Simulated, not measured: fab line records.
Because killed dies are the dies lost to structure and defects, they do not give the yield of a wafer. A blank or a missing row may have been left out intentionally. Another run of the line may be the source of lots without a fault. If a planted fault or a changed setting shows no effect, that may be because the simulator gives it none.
fab line records || flow n5-finfet
record: {"lots": 6, "wafers": 18, "last-day": 17}
route steps=1938 shown BEOL_M14@1769 BEOL_M15@1773
lots that met no fault: taken from a fault-free run of the same line
start-h: start of the lot's first displayed wafer, in hours after the record's first day || wait-h: hours from the lot's prior step to this one || " the same as in the row above || L1.1+2: a single row standing in for several wafers || - value missing, or start not given || * or withheld: withheld || < > ~ a bound
route shown NAME@n: a module of which the file shows steps, and the number in the route of the first || usual: mean/standard deviation of fault-free wafers || same: alike in all rows || chamber/n: place in a boat || sites: per-site readings || _std_site: standard deviation of those values || _edge_site: mean of outer sites minus mean of inner sites || radius-mm: how far each site lies from the wafer's centre || mask NAME#n: copy n || behind: the last tool/chamber to shape the wafer || hold: what put the lot on hold/how long, in hours/how the hold closed || device: which transistor (n, p or np) failed to switch || end of line: the same wafers' tests at the end of the route || a step given without rows: its recipe and nothing more || killed: dies lost to structure and defects at the first sort, not the wafer's yield || map: per-die view of a wafer (x killed, . not killed, _ where there is no die)
set.NAME: the setting the step ran with; set.NAME@STEP: the setting that earlier step ran with || model.NAME: the simulator's own value behind a step, which no gauge read
lots at some steps of the route; a table a step, a row a wafer
services: a tool's chamber out of use, with start hour (start-h, from the record's first day; less than 0 if before it), hours out, and reason
== steps ==
step: N5_BEOL_M14_PRE_CLEAN_52
recipe: {"gas": "NH3", "time-s": 15, "temp-c": "withheld", "rf-power-w": 300}
step: N5_BEOL_M14_DEP_53
recipe: {"material": "SiCN", "target-thk-a": 500, "temp-c": "withheld", "precursor": "3MS/NH3", "pressure-torr": 3, "rf-w": 675, "time-s": 17.8}
usual: {"showerhead-plenum-p-Torr": "4.162/0.022", "throttle-valve-pct": "18.6/1.7"}
same: {"time-s": 17.8}
{"lot.wafer": "L682.1", "tool": "pecvd-04", "chamber": 2, "start-h": 258.69, "wait-h": 0.0, "showerhead-plenum-p-Torr": 4.120, "throttle-valve-pct": 17.0}
{"lot.wafer": "L682.4", "tool": "pecvd-04", "chamber": 0, "start-h": 258.69, "wait-h": 0.0, "showerhead-plenum-p-Torr": 4.154, "throttle-valve-pct": 22.2}
{"lot.wafer": "L682.6", "tool": "pecvd-04", "chamber": 2, "start-h": 258.69, "wait-h": 0.0, "showerhead-plenum-p-Torr": 4.122, "throttle-valve-pct": 16.9}
{"lot.wafer": "L683.2", "tool": "pecvd-02", "chamber": 0, "start-h": 263.97, "wait-h": 0.0, "showerhead-plenum-p-Torr": 4.142, "throttle-valve-pct": 19.5}
{"lot.wafer": "L683.3", "tool": "pecvd-02", "chamber": 2, "start-h": 263.97, "wait-h": 0.0, "showerhead-plenum-p-Torr": 4.183, "throttle-valve-pct": 18.4}
{"lot.wafer": "L683.4", "tool": "pecvd-02", "chamber": 2, "start-h": 263.97, "wait-h": 0.0, "showerhead-plenum-p-Torr": 4.180, "throttle-valve-pct": 18.7}
{"lot.wafer": "L686.1", "tool": "pecvd-02", "chamber": 1, "start-h": 286.34, "wait-h": 0.0, "showerhead-plenum-p-Torr": 4.183, "throttle-valve-pct": 18.2}
{"lot.wafer": "L686.2", "tool": "pecvd-02", "chamber": 2, "start-h": 286.34, "wait-h": 0.0, "showerhead-plenum-p-Torr": 4.169, "throttle-valve-pct": 18.6}
{"lot.wafer": "L686.4", "tool": "pecvd-02", "chamber": 0, "start-h": 286.34, "wait-h": 0.0, "showerhead-plenum-p-Torr": 4.139, "throttle-valve-pct": 19.9}
{"lot.wafer": "L687.1", "tool": "pecvd-03", "chamber": 2, "start-h": 287.30, "wait-h": 0.0, "showerhead-plenum-p-Torr": 4.163, "throttle-valve-pct": 17.5}
{"lot.wafer": "L687.3", "tool": "pecvd-03", "chamber": 1, "start-h": 287.30, "wait-h": 0.0, "showerhead-plenum-p-Torr": 4.196, "throttle-valve-pct": 19.2}
{"lot.wafer": "L687.4", "tool": "pecvd-03", "chamber": 2, "start-h": 287.30, "wait-h": 0.0, "showerhead-plenum-p-Torr": 4.151, "throttle-valve-pct": 17.7}
{"lot.wafer": "L695.1", "tool": "pecvd-04", "chamber": 0, "start-h": 337.97, "wait-h": 0.0, "showerhead-plenum-p-Torr": 4.148, "throttle-valve-pct": 22.4}
{"lot.wafer": "L695.4", "tool": "pecvd-04", "chamber": 2, "start-h": 337.97, "wait-h": 0.0, "showerhead-plenum-p-Torr": 4.138, "throttle-valve-pct": 17.0}
{"lot.wafer": "L695.6", "tool": "pecvd-04", "chamber": 1, "start-h": 337.97, "wait-h": 0.0, "showerhead-plenum-p-Torr": 4.171, "throttle-valve-pct": 18.5}
{"lot.wafer": "L700.4", "tool": "pecvd-02", "chamber": 0, "start-h": 372.73, "wait-h": 0.0, "showerhead-plenum-p-Torr": 4.135, "throttle-valve-pct": 16.7}
{"lot.wafer": "L700.5", "tool": "pecvd-02", "chamber": 2, "start-h": 372.73, "wait-h": 0.0, "showerhead-plenum-p-Torr": 4.175, "throttle-valve-pct": 18.9}
{"lot.wafer": "L700.6", "tool": "pecvd-02", "chamber": 1, "start-h": 372.73, "wait-h": 0.0, "showerhead-plenum-p-Torr": 4.188, "throttle-valve-pct": 18.2}
step: N5_BEOL_M14_RS_MEAS_54
recipe: {"thk-meas-gauge": "four-point-probe", "reads": "Cu_of_BEOL_M14_ECD_47+Ta_of_BEOL_M14_SPUTTER_44+TaN_of_BEOL_M14_SPUTTER_43"}
usual: {"M14_RS": "0.0334/0.00089"}
{"lot.wafer": "L682.1", "tool": "film-metro-01", "chamber": "-", "start-h": 258.76, "wait-h": 0.0, "M14_RS[ohm/sq]": 0.0331}
{"lot.wafer": "L682.4", "tool": "film-metro-01", "chamber": "-", "start-h": 258.76, "wait-h": 0.0, "M14_RS[ohm/sq]": 0.0333}
{"lot.wafer": "L682.6", "tool": "film-metro-01", "chamber": "-", "start-h": 258.76, "wait-h": 0.0, "M14_RS[ohm/sq]": 0.0330}
{"lot.wafer": "L683.2", "tool": "film-metro-02", "chamber": "-", "start-h": 264.04, "wait-h": 0.1, "M14_RS[ohm/sq]": 0.0342}
{"lot.wafer": "L683.3", "tool": "film-metro-02", "chamber": "-", "start-h": 264.04, "wait-h": 0.1, "M14_RS[ohm/sq]": 0.0328}
{"lot.wafer": "L683.4", "tool": "film-metro-02", "chamber": "-", "start-h": 264.04, "wait-h": 0.1, "M14_RS[ohm/sq]": 0.0314}
{"lot.wafer": "L686.1", "tool": "film-metro-01", "chamber": "-", "start-h": 286.40, "wait-h": 0.0, "M14_RS[ohm/sq]": 0.0324}
{"lot.wafer": "L686.2", "tool": "film-metro-01", "chamber": "-", "start-h": 286.40, "wait-h": 0.0, "M14_RS[ohm/sq]": 0.0333}
{"lot.wafer": "L686.4", "tool": "film-metro-01", "chamber": "-", "start-h": 286.40, "wait-h": 0.0, "M14_RS[ohm/sq]": 0.0343}
{"lot.wafer": "L687.1", "tool": "film-metro-02", "chamber": "-", "start-h": 287.36, "wait-h": 0.0, "M14_RS[ohm/sq]": 0.0347}
{"lot.wafer": "L687.3", "tool": "film-metro-02", "chamber": "-", "start-h": 287.36, "wait-h": 0.0, "M14_RS[ohm/sq]": 0.0329}
{"lot.wafer": "L687.4", "tool": "film-metro-02", "chamber": "-", "start-h": 287.36, "wait-h": 0.0, "M14_RS[ohm/sq]": 0.0326}
{"lot.wafer": "L695.1", "tool": "film-metro-02", "chamber": "-", "start-h": 338.03, "wait-h": 0.0, "M14_RS[ohm/sq]": 0.0323}
{"lot.wafer": "L695.4", "tool": "film-metro-02", "chamber": "-", "start-h": 338.03, "wait-h": 0.0, "M14_RS[ohm/sq]": 0.0343}
{"lot.wafer": "L695.6", "tool": "film-metro-02", "chamber": "-", "start-h": 338.03, "wait-h": 0.0, "M14_RS[ohm/sq]": 0.0336}
{"lot.wafer": "L700.4", "tool": "film-metro-02", "chamber": "-", "start-h": 372.78, "wait-h": 0.0, "M14_RS[ohm/sq]": 0.0343}
{"lot.wafer": "L700.5", "tool": "film-metro-02", "chamber": "-", "start-h": 372.78, "wait-h": 0.0, "M14_RS[ohm/sq]": 0.0345}
{"lot.wafer": "L700.6", "tool": "film-metro-02", "chamber": "-", "start-h": 372.78, "wait-h": 0.0, "M14_RS[ohm/sq]": 0.0327}
step: N5_BEOL_M14_INSPECT_55
recipe: {"inspect-instrument": "darkfield", "mode": "post-dep"}
usual: {"raw-defect-count": "66/23"}
{"lot.wafer": "L682.1", "tool": "defect-inspect-02", "chamber": "-", "start-h": 258.78, "wait-h": 0.0, "raw-defect-count": 105}
{"lot.wafer": "L682.4", "tool": "defect-inspect-02", "chamber": "-", "start-h": 258.78, "wait-h": 0.0, "raw-defect-count": 106}
{"lot.wafer": "L682.6", "tool": "defect-inspect-02", "chamber": "-", "start-h": 258.78, "wait-h": 0.0, "raw-defect-count": 90}
{"lot.wafer": "L683.2", "tool": "defect-inspect-01", "chamber": "-", "start-h": 264.07, "wait-h": 0.0, "raw-defect-count": 47}
{"lot.wafer": "L683.3", "tool": "defect-inspect-01", "chamber": "-", "start-h": 264.07, "wait-h": 0.0, "raw-defect-count": 35}
{"lot.wafer": "L683.4", "tool": "defect-inspect-01", "chamber": "-", "start-h": 264.07, "wait-h": 0.0, "raw-defect-count": 23}
{"lot.wafer": "L686.1", "tool": "defect-inspect-01", "chamber": "-", "start-h": 286.43, "wait-h": 0.0, "raw-defect-count": 55}
{"lot.wafer": "L686.2", "tool": "defect-inspect-01", "chamber": "-", "start-h": 286.43, "wait-h": 0.0, "raw-defect-count": 66}
{"lot.wafer": "L686.4", "tool": "defect-inspect-01", "chamber": "-", "start-h": 286.43, "wait-h": 0.0, "raw-defect-count": 53}
{"lot.wafer": "L687.1", "tool": "defect-inspect-01", "chamber": "-", "start-h": 287.39, "wait-h": 0.0, "raw-defect-count": 46}
{"lot.wafer": "L687.3", "tool": "defect-inspect-01", "chamber": "-", "start-h": 287.39, "wait-h": 0.0, "raw-defect-count": 68}
{"lot.wafer": "L687.4", "tool": "defect-inspect-01", "chamber": "-", "start-h": 287.39, "wait-h": 0.0, "raw-defect-count": 54}
{"lot.wafer": "L695.1", "tool": "defect-inspect-02", "chamber": "-", "start-h": 338.06, "wait-h": 0.0, "raw-defect-count": 56}
{"lot.wafer": "L695.4", "tool": "defect-inspect-02", "chamber": "-", "start-h": 338.06, "wait-h": 0.0, "raw-defect-count": 42}
{"lot.wafer": "L695.6", "tool": "defect-inspect-02", "chamber": "-", "start-h": 338.06, "wait-h": 0.0, "raw-defect-count": 36}
{"lot.wafer": "L700.4", "tool": "defect-inspect-02", "chamber": "-", "start-h": 372.81, "wait-h": 0.0, "raw-defect-count": 52}
{"lot.wafer": "L700.5", "tool": "defect-inspect-02", "chamber": "-", "start-h": 372.81, "wait-h": 0.0, "raw-defect-count": 63}
{"lot.wafer": "L700.6", "tool": "defect-inspect-02", "chamber": "-", "start-h": 372.81, "wait-h": 0.0, "raw-defect-count": 53}
step: N5_BEOL_M15_ILD_DEP_00
recipe: {"material": "SiO2", "target-thk-a": 16293, "temp-c": 400, "precursor": "TEOS/O2", "pressure-torr": 6.5, "rf-w": 900, "teos-flow-sccm": 161.4, "gas": "O2", "flow-sccm": 2650, "time-s": 346.1}
usual: {"heater-power-w": "566/69", "showerhead-plenum-p-Torr": "8.35/0.034", "throttle-valve-pct": "18.5/1.9"}
same: {"time-s": 346.1}
{"lot.wafer": "L682.1", "tool": "pecvd-01", "chamber": 1, "start-h": 258.82, "wait-h": 0.0, "heater-power-w": 577, "showerhead-plenum-p-Torr": 8.33, "throttle-valve-pct": 17.7}
{"lot.wafer": "L682.4", "tool": "pecvd-01", "chamber": 1, "start-h": 258.82, "wait-h": 0.0, "heater-power-w": 661, "showerhead-plenum-p-Torr": 8.34, "throttle-valve-pct": 17.5}
{"lot.wafer": "L682.6", "tool": "pecvd-01", "chamber": 2, "start-h": 258.82, "wait-h": 0.0, "heater-power-w": 446, "showerhead-plenum-p-Torr": 8.36, "throttle-valve-pct": 15.9}
{"lot.wafer": "L683.2", "tool": "pecvd-01", "chamber": 0, "start-h": 264.10, "wait-h": 0.0, "heater-power-w": 622, "showerhead-plenum-p-Torr": 8.40, "throttle-valve-pct": 19.9}
{"lot.wafer": "L683.3", "tool": "pecvd-01", "chamber": 2, "start-h": 264.10, "wait-h": 0.0, "heater-power-w": 515, "showerhead-plenum-p-Torr": 8.36, "throttle-valve-pct": 16.2}
{"lot.wafer": "L683.4", "tool": "pecvd-01", "chamber": 2, "start-h": 264.10, "wait-h": 0.0, "heater-power-w": 588, "showerhead-plenum-p-Torr": 8.35, "throttle-valve-pct": 15.8}
{"lot.wafer": "L686.1", "tool": "pecvd-04", "chamber": 2, "start-h": 286.47, "wait-h": 0.0, "heater-power-w": 555, "showerhead-plenum-p-Torr": 8.27, "throttle-valve-pct": 17.5}
{"lot.wafer": "L686.2", "tool": "pecvd-04", "chamber": 0, "start-h": 286.47, "wait-h": 0.0, "heater-power-w": 593, "showerhead-plenum-p-Torr": 8.34, "throttle-valve-pct": 23.4}
{"lot.wafer": "L686.4", "tool": "pecvd-04", "chamber": 0, "start-h": 286.47, "wait-h": 0.0, "heater-power-w": 472, "showerhead-plenum-p-Torr": 8.35, "throttle-valve-pct": 23.2}
{"lot.wafer": "L687.1", "tool": "pecvd-02", "chamber": 2, "start-h": 287.43, "wait-h": 0.0, "heater-power-w": 595, "showerhead-plenum-p-Torr": 8.38, "throttle-valve-pct": 19.2}
{"lot.wafer": "L687.3", "tool": "pecvd-02", "chamber": 1, "start-h": 287.43, "wait-h": 0.0, "heater-power-w": 543, "showerhead-plenum-p-Torr": 8.37, "throttle-valve-pct": 18.8}
{"lot.wafer": "L687.4", "tool": "pecvd-02", "chamber": 1, "start-h": 287.43, "wait-h": 0.0, "heater-power-w": 645, "showerhead-plenum-p-Torr": 8.38, "throttle-valve-pct": 18.7}
{"lot.wafer": "L695.1", "tool": "pecvd-01", "chamber": 2, "start-h": 338.10, "wait-h": 0.0, "heater-power-w": 564, "showerhead-plenum-p-Torr": 8.37, "throttle-valve-pct": 16.3}
{"lot.wafer": "L695.4", "tool": "pecvd-01", "chamber": 1, "start-h": 338.10, "wait-h": 0.0, "heater-power-w": 520, "showerhead-plenum-p-Torr": 8.31, "throttle-valve-pct": 17.7}
{"lot.wafer": "L695.6", "tool": "pecvd-01", "chamber": 2, "start-h": 338.10, "wait-h": 0.0, "heater-power-w": 552, "showerhead-plenum-p-Torr": 8.37, "throttle-valve-pct": 16.1}
{"lot.wafer": "L700.4", "tool": "pecvd-01", "chamber": 1, "start-h": 372.95, "wait-h": 0.1, "heater-power-w": 505, "showerhead-plenum-p-Torr": 8.30, "throttle-valve-pct": 17.7}
{"lot.wafer": "L700.5", "tool": "pecvd-01", "chamber": 2, "start-h": 372.95, "wait-h": 0.1, "heater-power-w": 599, "showerhead-plenum-p-Torr": 8.34, "throttle-valve-pct": 16.2}
{"lot.wafer": "L700.6", "tool": "pecvd-01", "chamber": 0, "start-h": 372.95, "wait-h": 0.1, "heater-power-w": 661, "showerhead-plenum-p-Torr": 8.41, "throttle-valve-pct": 20.2}
step: N5_BEOL_M15_THK_MEAS_01
recipe: {"reads": "SiO2_of_BEOL_M15_ILD_DEP_00"}
usual: {"M15_ILD_THK": "1625/22"}
{"lot.wafer": "L682.1", "tool": "film-metro-02", "chamber": "-", "start-h": 259.07, "wait-h": 0.1, "M15_ILD_THK[nm]": 1610}
{"lot.wafer": "L682.4", "tool": "film-metro-02", "chamber": "-", "start-h": 259.07, "wait-h": 0.1, "M15_ILD_THK[nm]": 1618}
{"lot.wafer": "L682.6", "tool": "film-metro-02", "chamber": "-", "start-h": 259.07, "wait-h": 0.1, "M15_ILD_THK[nm]": 1631}
{"lot.wafer": "L683.2", "tool": "film-metro-01", "chamber": "-", "start-h": 264.35, "wait-h": 0.1, "M15_ILD_THK[nm]": 1609}
{"lot.wafer": "L683.3", "tool": "film-metro-01", "chamber": "-", "start-h": 264.35, "wait-h": 0.1, "M15_ILD_THK[nm]": 1642}
{"lot.wafer": "L683.4", "tool": "film-metro-01", "chamber": "-", "start-h": 264.35, "wait-h": 0.1, "M15_ILD_THK[nm]": 1665}
{"lot.wafer": "L686.1", "tool": "film-metro-02", "chamber": "-", "start-h": 286.72, "wait-h": 0.1, "M15_ILD_THK[nm]": 1612}
{"lot.wafer": "L686.2", "tool": "film-metro-02", "chamber": "-", "start-h": 286.72, "wait-h": 0.1, "M15_ILD_THK[nm]": 1619}
{"lot.wafer": "L686.4", "tool": "film-metro-02", "chamber": "-", "start-h": 286.72, "wait-h": 0.1, "M15_ILD_THK[nm]": 1650}
{"lot.wafer": "L687.1", "tool": "film-metro-01", "chamber": "-", "start-h": 287.68, "wait-h": 0.1, "M15_ILD_THK[nm]": 1628}
{"lot.wafer": "L687.3", "tool": "film-metro-01", "chamber": "-", "start-h": 287.68, "wait-h": 0.1, "M15_ILD_THK[nm]": 1616}
{"lot.wafer": "L687.4", "tool": "film-metro-01", "chamber": "-", "start-h": 287.68, "wait-h": 0.1, "M15_ILD_THK[nm]": 1637}
{"lot.wafer": "L695.1", "tool": "film-metro-02", "chamber": "-", "start-h": 338.46, "wait-h": 0.2, "M15_ILD_THK[nm]": 1600}
{"lot.wafer": "L695.4", "tool": "film-metro-02", "chamber": "-", "start-h": 338.46, "wait-h": 0.2, "M15_ILD_THK[nm]": 1629}
{"lot.wafer": "L695.6", "tool": "film-metro-02", "chamber": "-", "start-h": 338.46, "wait-h": 0.2, "M15_ILD_THK[nm]": 1649}
{"lot.wafer": "L700.4", "tool": "film-metro-01", "chamber": "-", "start-h": 373.10, "wait-h": 0.0, "M15_ILD_THK[nm]": 1624}
{"lot.wafer": "L700.5", "tool": "film-metro-01", "chamber": "-", "start-h": 373.10, "wait-h": 0.0, "M15_ILD_THK[nm]": 1661}
{"lot.wafer": "L700.6", "tool": "film-metro-01", "chamber": "-", "start-h": 373.10, "wait-h": 0.0, "M15_ILD_THK[nm]": 1655}
step: N5_BEOL_M15_COAT_58
recipe: {"resist": "BARC", "temp-c": 205, "time-s": 60, "spin-rpm": 1500, "resist-thk-nm": 89}
step: N5_BEOL_M15_COAT_04
recipe: {"spin-rpm": 1704, "resist-thk-nm": 800}
step: N5_BEOL_M15_EBR_06
recipe: {"solvent": "PGMEA", "ebr-width-mm": 1.5}
step: N5_BEOL_M15_SOFTBAKE_05
recipe: {"temp-c": 130, "time-s": 60}
step: N5_BEOL_M15_EXPOSE_07
recipe: {"mask-id": "V14", "na": 0.8, "source-shape": "annular", "sigma-inner": 0.5, "sigma-outer": 0.8, "polarization": "unpolarized", "attpsm-phase-deg": 180, "dose-mj": 41.25}
step: N5_BEOL_M15_PEB_08
recipe: {"peb-temp-c": 130, "peb-time-s": 90}
step: N5_BEOL_M15_DEVELOP_09
recipe: {"develop-time-s": 45, "rinse-liquid": "diw", "dry": "air-spin", "dev-temp-c": 21}
usual: {"chill-plate-temp-C": "23.01/0.11", "develop-time-s": "45/0"}
{"lot.wafer": "L682.1", "tool": "litho-track-04", "chamber": 0, "start-h": 259.39, "wait-h": "-", "chill-plate-temp-C": 23.03, "develop-time-s": 45, "model.coat_of_BEOL_M15_COAT_04.thk-nm": 785.6}
{"lot.wafer": "L682.4", "tool": "litho-track-04", "chamber": 0, "start-h": 259.39, "wait-h": "-", "chill-plate-temp-C": 22.98, "develop-time-s": 45, "model.coat_of_BEOL_M15_COAT_04.thk-nm": 783.8}
{"lot.wafer": "L682.6", "tool": "litho-track-04", "chamber": 0, "start-h": 259.39, "wait-h": "-", "chill-plate-temp-C": 23.03, "develop-time-s": 45, "model.coat_of_BEOL_M15_COAT_04.thk-nm": 784}
{"lot.wafer": "L683.2", "tool": "litho-track-04", "chamber": 0, "start-h": 264.67, "wait-h": "-", "chill-plate-temp-C": 22.85, "develop-time-s": 45, "model.coat_of_BEOL_M15_COAT_04.thk-nm": 784.4}
{"lot.wafer": "L683.3", "tool": "litho-track-04", "chamber": 0, "start-h": 264.67, "wait-h": "-", "chill-plate-temp-C": 22.85, "develop-time-s": 45, "model.coat_of_BEOL_M15_COAT_04.thk-nm": 785}
{"lot.wafer": "L683.4", "tool": "litho-track-04", "chamber": 0, "start-h": 264.67, "wait-h": "-", "chill-plate-temp-C": 22.93, "develop-time-s": 45, "model.coat_of_BEOL_M15_COAT_04.thk-nm": 785.2}
{"lot.wafer": "L686.1", "tool": "litho-track-04", "chamber": "-", "start-h": 287.03, "wait-h": "-", "chill-plate-temp-C": "-", "develop-time-s": "-", "model.coat_of_BEOL_M15_COAT_04.thk-nm": 803.2}
{"lot.wafer": "L686.2", "tool": "litho-track-04", "chamber": "-", "start-h": 287.03, "wait-h": "-", "chill-plate-temp-C": "-", "develop-time-s": "-", "model.coat_of_BEOL_M15_COAT_04.thk-nm": 802.2}
{"lot.wafer": "L686.4", "tool": "litho-track-04", "chamber": "-", "start-h": 287.03, "wait-h": "-", "chill-plate-temp-C": "-", "develop-time-s": "-", "model.coat_of_BEOL_M15_COAT_04.thk-nm": 803.6}
{"lot.wafer": "L687.1", "tool": "litho-track-05", "chamber": "-", "start-h": 287.87, "wait-h": "-", "chill-plate-temp-C": "-", "develop-time-s": "-", "model.coat_of_BEOL_M15_COAT_04.thk-nm": 806}
{"lot.wafer": "L687.3", "tool": "litho-track-05", "chamber": "-", "start-h": 287.87, "wait-h": "-", "chill-plate-temp-C": "-", "develop-time-s": "-", "model.coat_of_BEOL_M15_COAT_04.thk-nm": 805.2}
{"lot.wafer": "L687.4", "tool": "litho-track-05", "chamber": "-", "start-h": 287.87, "wait-h": "-", "chill-plate-temp-C": "-", "develop-time-s": "-", "model.coat_of_BEOL_M15_COAT_04.thk-nm": 807.2}
{"lot.wafer": "L695.1", "tool": "litho-track-02", "chamber": 0, "start-h": 338.65, "wait-h": "-", "chill-plate-temp-C": 23.04, "develop-time-s": 45, "model.coat_of_BEOL_M15_COAT_04.thk-nm": 786}
{"lot.wafer": "L695.4", "tool": "litho-track-02", "chamber": 0, "start-h": 338.65, "wait-h": "-", "chill-plate-temp-C": 22.88, "develop-time-s": 45, "model.coat_of_BEOL_M15_COAT_04.thk-nm": 782.6}
{"lot.wafer": "L695.6", "tool": "litho-track-02", "chamber": 0, "start-h": 338.65, "wait-h": "-", "chill-plate-temp-C": 22.85, "develop-time-s": 45, "model.coat_of_BEOL_M15_COAT_04.thk-nm": 785.2}
{"lot.wafer": "L700.4", "tool": "litho-track-04", "chamber": 0, "start-h": 373.41, "wait-h": "-", "chill-plate-temp-C": 22.85, "develop-time-s": 45, "model.coat_of_BEOL_M15_COAT_04.thk-nm": 784.4}
{"lot.wafer": "L700.5", "tool": "litho-track-04", "chamber": 0, "start-h": 373.41, "wait-h": "-", "chill-plate-temp-C": 23.06, "develop-time-s": 45, "model.coat_of_BEOL_M15_COAT_04.thk-nm": 782.4}
{"lot.wafer": "L700.6", "tool": "litho-track-04", "chamber": 0, "start-h": 373.41, "wait-h": "-", "chill-plate-temp-C": 22.91, "develop-time-s": 45, "model.coat_of_BEOL_M15_COAT_04.thk-nm": 787.8}
step: N5_BEOL_M15_HARDBAKE_14
recipe: {"temp-c": 130, "time-s": 120}
== services ==
{"tool": "pecvd-01", "chamber": 0, "start-h": 272.18, "hours": 70.1, "kind": "repair"}
{"tool": "pecvd-03", "chamber": "-", "start-h": 309.27, "hours": 0.5, "kind": "repair"}
{"tool": "pecvd-04", "chamber": "-", "start-h": 319.34, "hours": 11.9, "kind": "repair"}
{"tool": "litho-track-02", "chamber": "-", "start-h": 319.96, "hours": "-", "kind": "consumable-replace:filter"}
{"tool": "pecvd-02", "chamber": 0, "start-h": 322.80, "hours": "-", "kind": "clean"}
{"tool": "pecvd-02", "chamber": 0, "start-h": 322.80, "hours": 29.5, "kind": "scheduled-down"}
{"tool": "pecvd-02", "chamber": 0, "start-h": 322.80, "hours": 29.5, "kind": "vent-cycle"}
{"tool": "pecvd-02", "chamber": "-", "start-h": 326.81, "hours": 1.8, "kind": "repair"}
{"tool": "pecvd-03", "chamber": 1, "start-h": 335.09, "hours": 5.5, "kind": "scheduled-down"}
{"tool": "pecvd-03", "chamber": "-", "start-h": 358.62, "hours": 2.8, "kind": "repair"}
== key ==
first-sign: {"step": "N5_BEOL_M15_DEVELOP_09", "reading": "tool-record", "direction": "missing"}
effect none on later readings
model-effect: {"step": "N5_BEOL_M15_DEVELOP_09", "value": "coat_of_BEOL_M15_COAT_04.thk-nm", "without": 790.4, "struck": 804.6}
met-at N5_BEOL_M15_DEVELOP_09
struck-wafers L686.1,L686.2,L686.4,L687.1,L687.3,L687.4
later-rows-left-out L686.1,L686.2,L686.4,L687.1,L687.3,L687.4
sort-left-out L686.1,L686.2,L686.4,L687.1,L687.3,L687.4
onset-between 264.67 287.03
earlier-fault: {"kind": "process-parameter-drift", "tool": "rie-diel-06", "chamber": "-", "onset-h": 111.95, "steps": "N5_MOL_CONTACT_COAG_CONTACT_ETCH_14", "channel": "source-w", "offset": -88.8, "shape": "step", "acts-in": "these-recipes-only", "stated": 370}
earlier-fault: {"kind": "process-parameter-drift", "tool": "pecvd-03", "chamber": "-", "onset-h": 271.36, "steps": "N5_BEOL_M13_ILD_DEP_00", "channel": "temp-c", "offset": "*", "shape": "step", "acts-in": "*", "stated": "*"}
fault: {"kind": "skipped-step-whole", "tool": "litho-track-04,litho-track-05", "chamber": "-", "onset-h": 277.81, "steps": "N5_BEOL_M15_DEVELOP_09", "scope": "struck-lots-only"}
sort-left-out: the simulated sort isn't trusted on such a fault, so these wafers' sort isn't shown, and their yield isn't known
later-rows-left-out: the simulator's readings of these wafers behind a module that went badly wrong aren't trusted and aren't shown, but for the sort
